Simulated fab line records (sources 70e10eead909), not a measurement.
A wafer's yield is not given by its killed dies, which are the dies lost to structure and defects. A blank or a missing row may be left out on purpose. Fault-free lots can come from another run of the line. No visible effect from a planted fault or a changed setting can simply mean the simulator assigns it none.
The tool behind it: which one? + flow nand harc + Sampling: 15 lots, 43 wafers, 5 of 1302 route steps

== WHAT THE GAUGES SHOWED, per wafer ==
NHARC_A_ZERO_WELL_CD_MEAS_10: target cd 2000 nm.
| lot  | measured     | on        | cd nm (nm)           |
|------|--------------|-----------|----------------------|
| L759 | day 6 22:36  | cd sem-01 | 1999.4 1998.5 2000.4 |
| L762 | day 8 00:51  | cd sem-03 | 2003.5 2003.7 2003.0 |
| L763 | day 8 07:57  | cd sem-03 | 2001.1 2002.6 2000.8 |
| L760 | day 9 05:41  | cd sem-01 | 2002.5 2001.9 2001.7 |
| L765 | day 9 09:17  | cd sem-02 | 2002.4 2002.0 2003.2 |
| L766 | day 9 16:03  | cd sem-02 | 2003.5 2001.0 2001.1 |
| L769 | day 10 22:21 | cd sem-02 | 2000.5 2001.0 2001.3 |
| L770 | day 11 17:04 | cd sem-03 | 2003.2 2003.0 2001.5 |
| L771 | day 11 21:39 | cd sem-02 | 2002.8 2001.8 2002.9 |
| L772 | day 12 16:52 | cd sem-03 | 1999.8 2003.3 2000.1 |
| L775 | day 13 06:18 | cd sem-02 | 2001.2 2002.3 2002.2 |
| L774 | day 13 07:23 | cd sem-02 | 2001.7 2002.7 2000.9 |
| L778 | day 14 12:41 | cd sem-03 | 2004.0 2001.8        |
| L779 | day 15 03:12 | cd sem-03 | 2004.5 2001.1        |
| L780 | day 15 13:49 | cd sem-01 | 2003.2 2003.2 2000.3 |

NHARC_A_ONON_D1_THK_MEAS_02: measures by ellipsometry.
| lot  | measured     | on            | thk nm (nm)    |
|------|--------------|---------------|----------------|
| L759 | day 7 22:39  | film metro-01 | 985 985 983    |
| L762 | day 8 22:38  | film metro-02 | 992 991 992    |
| L763 | day 9 05:52  | film metro-02 | 1011 1011 1012 |
| L760 | day 10 05:41 | film metro-02 | 992 994 993    |
| L765 | day 10 10:02 | film metro-02 | 995 997 996    |
| L766 | day 10 17:10 | film metro-01 | 1000 1000 1001 |
| L769 | day 11 18:51 | film metro-02 | 1012 1011 1012 |
| L770 | day 12 15:02 | film metro-02 | 1002 1001 1004 |
| L771 | day 12 19:35 | film metro-02 | 991 993 993    |
| L772 | day 13 17:57 | film metro-02 | 1015 1018 1018 |
| L775 | day 14 05:25 | film metro-02 | 1003 1004 1001 |
| L774 | day 14 05:30 | film metro-02 | 995 998 998    |
| L778 | day 15 11:55 | film metro-01 | 1011 1011      |
| L779 | day 16 02:45 | film metro-01 | 1001 1002      |
| L780 | day 16 12:19 | film metro-02 | 993 992 993    |

NHARC_A_ONON_D1_THK_MEAS_14: measures by ellipsometry.
| lot  | measured     | on            | thk nm (nm)    |
|------|--------------|---------------|----------------|
| L759 | day 8 00:55  | film metro-01 | 997 997 997    |
| L762 | day 9 00:54  | film metro-01 | 993 994 994    |
| L763 | day 9 08:07  | film metro-02 | 1011 1012 1012 |
| L760 | day 10 07:58 | film metro-02 | 993 993 995    |
| L765 | day 10 12:17 | film metro-02 | 991 990 991    |
| L766 | day 10 19:26 | film metro-01 | 996 998 997    |
| L769 | day 11 21:07 | film metro-02 | 998 997 997    |
| L770 | day 12 17:18 | film metro-02 | 1006 1007 1006 |
| L771 | day 12 21:50 | film metro-02 | 1004 1006 1006 |
| L772 | day 13 20:12 | film metro-02 | 1005 1007 1006 |
| L775 | day 14 07:41 | film metro-02 | 994 992 993    |
| L774 | day 14 07:46 | film metro-02 | 1007 1007 1007 |
| L778 | day 15 14:12 | film metro-02 | 1005 653       |
| L779 | day 16 05:03 | film metro-02 | 996 646        |
| L780 | day 16 14:35 | film metro-01 | 1002 650 1002  |

NHARC_END_SORT_01.
| lot  | measured     | on        | killed at array | killed at other | killed at periphery | killed dies | killed open | killed short |
|------|--------------|-----------|-----------------|-----------------|---------------------|-------------|-------------|--------------|
| L778 | day 32 00:50 | prober-02 | 81 674          | 0 0             | 2 3                 | 83 677      | 4 3         | 0 1          |
| L779 | day 33 22:14 | prober-02 | 59 673          | 1 2             | 2 2                 | 62 677      | 3 4         | 3 3          |
| L780 | day 33 08:35 | prober-01 | 61 674 70       | 2 2 1           | 3 1 0               | 66 677 71   | 5 7 3       | 3 2 1        |

== WHICH TOOL RAN EACH LOT (tool, then ch and the chambers of the sampled wafers, then the start) ==
| lot  | NHARC_A_ONON_D1_DEP_12           |
|------|----------------------------------|
| L759 | pecvd onon-01 ch 0, day 8 00:28  |
| L762 | pecvd onon-03 ch 0, day 9 00:23  |
| L763 | pecvd onon-01 ch 0, day 9 07:40  |
| L760 | pecvd onon-01 ch 0, day 10 07:27 |
| L765 | pecvd onon-02 ch 0, day 10 11:47 |
| L766 | pecvd onon-02 ch 0, day 10 18:58 |
| L769 | pecvd onon-02 ch 0, day 11 20:36 |
| L770 | pecvd onon-03 ch 0, day 12 16:47 |
| L771 | pecvd onon-02 ch 0, day 12 21:20 |
| L772 | pecvd onon-03 ch 0, day 13 19:42 |
| L775 | pecvd onon-03 ch 0, day 14 07:10 |
| L774 | pecvd onon-02 ch 0, day 14 07:16 |
| L778 | pecvd onon-03 ch 0, day 15 13:49 |
| L779 | pecvd onon-03 ch 0, day 16 04:32 |
| L780 | pecvd onon-03 ch 0, day 16 14:05 |
- NHARC_A_ONON_D1_DEP_12: target thk 1000 nm.

== WHAT THE TOOLS THEMSELVES READ (means of the sampled wafers that have a number; where no wafer has one, the mark that the record gives instead) ==
NHARC_A_ONON_D1_DEP_12.
| lot  | tool          | nh3 flow sccm (sccm) |
|------|---------------|----------------------|
| L759 | pecvd onon-01 | 499.9                |
| L762 | pecvd onon-03 | 499.0                |
| L763 | pecvd onon-01 | 500.5                |
| L760 | pecvd onon-01 | 499.5                |
| L765 | pecvd onon-02 | 499.4                |
| L766 | pecvd onon-02 | 498.4                |
| L769 | pecvd onon-02 | 499.1                |
| L770 | pecvd onon-03 | 499.4                |
| L771 | pecvd onon-02 | 500.9                |
| L772 | pecvd onon-03 | 498.7                |
| L775 | pecvd onon-03 | 498.5                |
| L774 | pecvd onon-02 | 499.6                |
| L778 | pecvd onon-03 | 497.6                |
| L779 | pecvd onon-03 | 497.6                |
| L780 | pecvd onon-03 | 501.2                |

== THE ANSWER, worked out from the rows above alone ==
Rule: what is usual is taken from the lots themselves. Put in order of their means at a reading, lots are off if they are a third of the lots or fewer, leave a main group of 4 or more, and stand apart from it by a gap of 3 or more times the standard deviation of the main group's means; of several such gaps the widest counts. A main group is skipped when, at the precision printed for the reading in the tables above, its means are all equal. A lot without any number at a reading at which 4 lots or more have one is off too. Any other lot the step has rows for is counted as sound. Order of review: gauges by route order, followed by the tools' own readings, for which a lot's mean as printed above is used. At the first step where some lot is off, the reading lying furthest off is the one used; lots without a number count as furthest.
Off: L778, L779, L780 (NHARC_A_ONON_D1_THK_MEAS_14, thk nm). The main group: mean 1000 nm, standard deviation 6.7.
If a tool, at a process step before that reading, ran all the lots that are off and no sound lot after the first of them, it fits. The gauges at NHARC_A_ONON_D1_THK_MEAS_14 are tried like those tools. One fits: NHARC_A_ONON_D1_DEP_12 on pecvd onon-03. Its last sound lot is L775 (day 14 07:10), its first lot that is off L778 (day 15 13:49): a fault that began between those two fits.

== WHAT THE SIMULATOR HAD INSERTED ==
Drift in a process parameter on pecvd onon-03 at NHARC_A_ONON_D1_DEP_12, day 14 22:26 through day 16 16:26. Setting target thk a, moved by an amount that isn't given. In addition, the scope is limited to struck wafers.
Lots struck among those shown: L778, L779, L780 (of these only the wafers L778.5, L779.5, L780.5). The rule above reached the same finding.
